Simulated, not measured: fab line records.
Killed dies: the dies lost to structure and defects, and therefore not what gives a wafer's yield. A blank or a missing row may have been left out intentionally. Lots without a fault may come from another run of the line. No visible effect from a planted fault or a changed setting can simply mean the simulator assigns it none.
3 desks looking at one fault :: flow n5 finfet :: every desk sees just its own numbers, and what lay behind them comes last

## THE METROLOGY DESK
Means of the sampled wafers that have a number, per lot and without regard to the tool the lot ran on: this is what the gauges read. If a lot's mean is further than 4 standard deviations from the usual mean, the lot is out of limits and carries the mark OUT (the distance appears in the brackets). 7 of its 12 readings are shown, namely those furthest out on some lot.
Columns: A = M0_CUT1_OVL at N5_BEOL_M0_SAQP_OVL_MEAS_41, usual -0.5 nm; B = DIBL_N at N5_BEOL_M4_RC_MEAS_101, usual 36.0 mV/V; C = DIBL_P at N5_BEOL_M4_RC_MEAS_101, usual 36.1 mV/V; D = IOFF_N at N5_BEOL_M4_RC_MEAS_101, usual 0.160 nA/um; E = ION_N at N5_BEOL_M4_RC_MEAS_101, usual 675 uA/um; F = ION_P at N5_BEOL_M4_RC_MEAS_101, usual 464 uA/um; G = VT_N at N5_BEOL_M4_RC_MEAS_101, usual 250 mV
lot: L236
first seen here: day 7 08:44
A: -0.8
B: 36.2
C: 37.2
D: 0.167
E: 665
F: 454
G: 252

lot: L241
first seen here: day 8 09:33
A: -0.5
B: 36.4
C: 37.2
D: 0.172
E: 684
F: 475
G: 249

lot: L244
first seen here: day 9 04:32
A: 0.1
B: 36.1
C: 35.6
D: 0.163
E: 682
F: 469
G: 247

lot: L246
first seen here: day 9 16:07
A: -1.0
B: 35.3
C: 36.0
D: 0.153
E: 669
F: 466
G: 250

lot: L250
first seen here: day 10 22:22
A: 0.3
B: 36.4
C: 35.8
D: 0.157
E: 681
F: 468
G: 249

lot: L251
first seen here: day 11 00:44
A: -0.1
B: 32.3
C: 33.5
D: 0.117
E: 657
F: 455
G: 255
Finding of this desk: none of the 6 lots has anything out of limits.

## DESK OF THE TOOL OWNER: rie diel-05
The tool's own readings at N5_BEOL_M0_SAQP_CUT_ETCH_46 (etches SOC in N2/H2, target depth 135 nm, overetch 27 nm, time 202.5 s): means of the sampled wafers that have a number, for each lot that ran on this tool. If a lot's mean is further than 4 standard deviations from the usual mean, the lot is out of limits and carries the mark OUT (the distance appears in the brackets).
Columns: A = drypump motor current A at N5_BEOL_M0_SAQP_CUT_ETCH_46, usual 5.7 A; B = rf vpp V at N5_BEOL_M0_SAQP_CUT_ETCH_46, usual 523.8 V; C = showerhead plenum p Torr at N5_BEOL_M0_SAQP_CUT_ETCH_46, usual 2.54 Torr; D = throttle valve pct at N5_BEOL_M0_SAQP_CUT_ETCH_46, usual 17.87 %
lot: L236
first seen here: day 7 08:57
A: 5.6
B: 524.5
C: 2.56
D: 17.98

lot: L244
first seen here: day 9 04:44
A: 5.7
B: 524.8
C: 2.57
D: 17.94

lot: L246
first seen here: day 9 16:19
A: 5.7
B: 522.8
C: 2.48
D: 18.12
Finding of this desk: none of the 3 lots has anything out of limits.

## THE DEFECT DESK
What the inspections along the route counted, lot by lot: means of the sampled wafers that have a number. If a lot's mean is further than 4 standard deviations from the usual mean, the lot is out of limits and carries the mark OUT (the distance appears in the brackets).
Columns: A = raw defect count at N5_BEOL_M0_SAQP_INSPECT_42, usual 291
lot: L236
first seen here: day 7 08:50
A: 285

lot: L241
first seen here: day 8 09:38
A: 244

lot: L244
first seen here: day 9 04:37
A: 210

lot: L246
first seen here: day 9 16:12
A: 393

lot: L250
first seen here: day 10 22:28
A: 249

lot: L251
first seen here: day 11 00:50
A: 276
Finding of this desk: none of the 6 lots has anything out of limits.

## PUT TOGETHER
Nothing out of limits was seen by the metrology desk.
Nothing out of limits was seen by the tool owner's desk.
Nothing out of limits was seen by the defect desk.

## WHAT HAD BEEN PUT IN BY THE SIMULATOR
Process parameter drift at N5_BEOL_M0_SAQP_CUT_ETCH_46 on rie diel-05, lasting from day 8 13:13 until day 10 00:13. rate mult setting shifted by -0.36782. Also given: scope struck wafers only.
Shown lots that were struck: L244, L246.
